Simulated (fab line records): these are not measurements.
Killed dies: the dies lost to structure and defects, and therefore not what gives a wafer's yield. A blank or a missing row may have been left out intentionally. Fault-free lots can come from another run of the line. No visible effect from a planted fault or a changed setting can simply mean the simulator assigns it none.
Chamber matching / flow n5Finfet / rieDiel-02 running N5_BEOL_M1_ETCH_64: 4 sister chambers
The step etches SOC in N2/H2, target depth 75 nm, overetch 15 nm, time 112.5 s. 4 wafers are shown with their chamber, then 7 later ones without.

WAFERS PAIRED WITH THEIR CHAMBERS
wafer=L076.4; chamber=1; showerheadPlenumPTorr (Torr)=2.64
wafer=L080.5; chamber=3; showerheadPlenumPTorr (Torr)=2.46
wafer=L082.1; chamber=0; showerheadPlenumPTorr (Torr)=2.55
wafer=L082.2; chamber=2; showerheadPlenumPTorr (Torr)=2.52

WAFERS WHOSE CHAMBER IS MISSING
wafer=L082.4; showerheadPlenumPTorr (Torr)=2.46
wafer=L086.2; showerheadPlenumPTorr (Torr)=2.64
wafer=L086.3; showerheadPlenumPTorr (Torr)=2.52
wafer=L086.4; showerheadPlenumPTorr (Torr)=2.55
wafer=L095.3; showerheadPlenumPTorr (Torr)=2.51
wafer=L095.4; showerheadPlenumPTorr (Torr)=2.45
wafer=L095.5; showerheadPlenumPTorr (Torr)=2.45

THE CHAMBER EACH PASSED THROUGH
wafer=L082.4; from the rows above=3; in truth=3
wafer=L086.2; from the rows above=1; in truth=1
wafer=L086.3; from the rows above=2; in truth=2
wafer=L086.4; from the rows above=0; in truth=0
wafer=L095.3; from the rows above=2; in truth=2
wafer=L095.4; from the rows above=3; in truth=3
wafer=L095.5; from the rows above=3; in truth=3
Correctly placed: 7 of 7. Not placeable from these rows: 0. 0 placed wrongly.
How it was worked out, from the rows above alone: a wafer's distance from a chamber is the root of the sum, over the readings, of the square of ((its reading less the chamber's mean) divided by the reading's scatter). The wafer belongs to the nearest chamber; if the next one is less than 2 further off, it can't be placed. For every chamber, the mean is computed from those of its wafers that are shown. The scatter: root of mean squared gap, hidden wafer to nearest shown wafer, with one shown wafer a chamber.
